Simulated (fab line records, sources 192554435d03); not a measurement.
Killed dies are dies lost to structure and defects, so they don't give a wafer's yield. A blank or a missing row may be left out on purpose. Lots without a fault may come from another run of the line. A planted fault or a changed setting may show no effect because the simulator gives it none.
Chamber matching | flow n5_finfet | N5_FIN_SAQP_MANDREL2_REMOVE_60 on rie_si-01: 4 sister chambers
The step chemistry HBr/Cl2/O2, target a-Si, stops on SiNx, bt time 10 s. 22 wafers are shown with their chamber, then 11 later ones without.

WAFERS WITH THEIR CHAMBER
wafer  | chamber | throttle_valve_pct (%) | drypump_motor_current_A (A) | oes_product_au (a.u.)
L074.1 | 3       | 37.2                   | 5.5                         | 1.001
L074.3 | 2       | 36.5                   | 5.4                         | 1.023
L074.4 | 0       | 36.1                   | 6.8                         | 0.972
L076.1 | 1       | 37.0                   | 5.3                         | 0.996
L076.2 | 3       | 37.2                   | 5.5                         | 0.988
L076.4 | 0       | 36.1                   | 6.7                         | 0.976
L077.1 | 2       | 36.5                   | 5.4                         | 1.013
L077.4 | 1       | 37.1                   | 5.3                         | 0.984
L077.5 | 0       | 36.1                   | 6.7                         | 0.976
L082.2 | 1       | 37.1                   | 5.3                         | 0.986
L082.4 | 2       | 36.5                   | 5.5                         | 1.017
L082.5 | 2       | 36.5                   | 5.5                         | 1.022
L083.1 | 0       | 36.1                   | 6.8                         | 0.982
L083.4 | 2       | 36.5                   | 5.4                         | 1.020
L083.5 | 0       | 36.1                   | 6.7                         | 0.976
L085.2 | 0       | 36.1                   | 6.7                         | 0.974
L085.3 | 2       | 36.5                   | 5.4                         | 1.019
L085.4 | 1       | 37.0                   | 5.3                         | 0.999
L086.1 | 3       | 37.2                   | 5.5                         | 0.999
L086.3 | 1       | 37.1                   | 5.3                         | 1.002
L086.5 | 1       | 37.0                   | 5.3                         | 0.992
L087.1 | 0       | 36.1                   | 6.7                         | 0.977

SIGNATURES (means of the wafers above)
reading                 | chamber 0 | chamber 1 | chamber 2 | chamber 3 | scatter within a chamber
throttle_valve_pct      | 36.100    | 37.050    | 36.500    | 37.200    | 0.0289
drypump_motor_current_A | 6.729     | 5.300     | 5.433     | 5.500     | 0.0392
oes_product_au          | 0.97614   | 0.99317   | 1.01900   | 0.99600   | 0.00515
Rule: a wafer's distance from a chamber is the root of the sum, over the readings, of the square of ((its reading less the chamber's mean) divided by the reading's scatter). The wafer belongs to the nearest chamber; if the next one is less than 2 further off, it can't be placed. The scatter: the root of (the sum of the squares of (reading less its chamber's mean) over the shown wafers, divided by (wafers less chambers)).

WAFERS WITHOUT THEIR CHAMBER
wafer  | throttle_valve_pct (%) | drypump_motor_current_A (A) | oes_product_au (a.u.)
L087.5 | 36.1                   | 6.7                         | 0.980
L087.6 | 37.1                   | 5.3                         | 1.006
L088.1 | 37.1                   | 5.3                         | 0.984
L088.2 | 37.2                   | 5.5                         | 0.985
L088.5 | 36.5                   | 5.4                         | 1.022
L091.3 | 37.1                   | 5.3                         | 1.003
L091.4 | 36.5                   | 5.4                         | 1.022
L091.5 | 37.2                   | 5.5                         | 0.991
L094.2 | 36.1                   | 6.7                         | 0.983
L094.3 | 37.0                   | 5.3                         | 1.003
L094.5 | 37.2                   | 5.5                         | 0.986

WHICH CHAMBER EACH WENT THROUGH
wafer  | from the rows above | in truth
L087.5 | 0                   | 0
L087.6 | 1                   | 1
L088.1 | 1                   | 1
L088.2 | 3                   | 3
L088.5 | 2                   | 2
L091.3 | 1                   | 1
L091.4 | 2                   | 2
L091.5 | 3                   | 3
L094.2 | 0                   | 0
L094.3 | 1                   | 1
L094.5 | 3                   | 3
Placed correctly: 11 of 11. Can't be placed from these rows: 0. Placed wrongly: 0.
